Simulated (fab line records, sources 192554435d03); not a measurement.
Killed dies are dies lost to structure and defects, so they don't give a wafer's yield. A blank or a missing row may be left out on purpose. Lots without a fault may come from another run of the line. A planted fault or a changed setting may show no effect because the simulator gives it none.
Chamber matching | flow n5_finfet | N5_BEOL_M9_CMP_52 on cmp-01: 4 sister chambers
The step polishes, stops on SiCOH lowk, t overpolish 7 s, target thk 140 nm. 8 wafers are shown with their chamber, then 9 later ones without.

WAFERS WITH THEIR CHAMBER
wafer  | chamber | motor_current_A (A) | overpolish_run_s (s)
L079.2 | 3       | 6.2                 | 6.977
L083.4 | 3       | 6.1                 | 6.979
L084.4 | 2       | 6.4                 | 7.004
L091.1 | 2       | 6.3                 | 7.004
L091.3 | 1       | 5.6                 | 6.995
L094.1 | 0       | 5.6                 | 7.000
L094.5 | 0       | 5.5                 | 7.008
L094.6 | 1       | 5.6                 | 6.988

WAFERS WITHOUT THEIR CHAMBER
wafer  | motor_current_A (A) | overpolish_run_s (s)
L093.1 | 5.8                 | 7.001
L093.4 | 5.6                 | 6.985
L093.5 | 5.7                 | 7.004
L096.2 | 5.8                 | 7.007
L096.3 | 5.7                 | 7.015
L096.5 | 6.0                 | 6.987
L097.1 | 5.6                 | 7.018
L097.3 | 5.6                 | 6.989
L097.5 | 6.1                 | 7.003

WHICH CHAMBER EACH WENT THROUGH
wafer  | from the rows above     | in truth
L093.1 | can't be placed: 1 or 0 | 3
L093.4 | 1                       | 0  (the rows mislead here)
L093.5 | can't be placed: 0 or 1 | 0
L096.2 | can't be placed: 0 or 1 | 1
L096.3 | 0                       | 0
L096.5 | 3                       | 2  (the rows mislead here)
L097.1 | 0                       | 0
L097.3 | 1                       | 1
L097.5 | 2                       | 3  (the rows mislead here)
Placed correctly: 3 of 9. Can't be placed from these rows: 3 (the true chamber is among the candidates in 2). Placed wrongly: 3.
How it was worked out, from the rows above alone: a wafer's distance from a chamber is the root of the sum, over the readings, of the square of ((its reading less the chamber's mean) divided by the reading's scatter). The wafer belongs to the nearest chamber; if the next one is less than 2 further off, it can't be placed. A chamber's mean is the mean of its shown wafers. The scatter: the root of (the sum of the squares of (reading less its chamber's mean) over the shown wafers, divided by (wafers less chambers)).
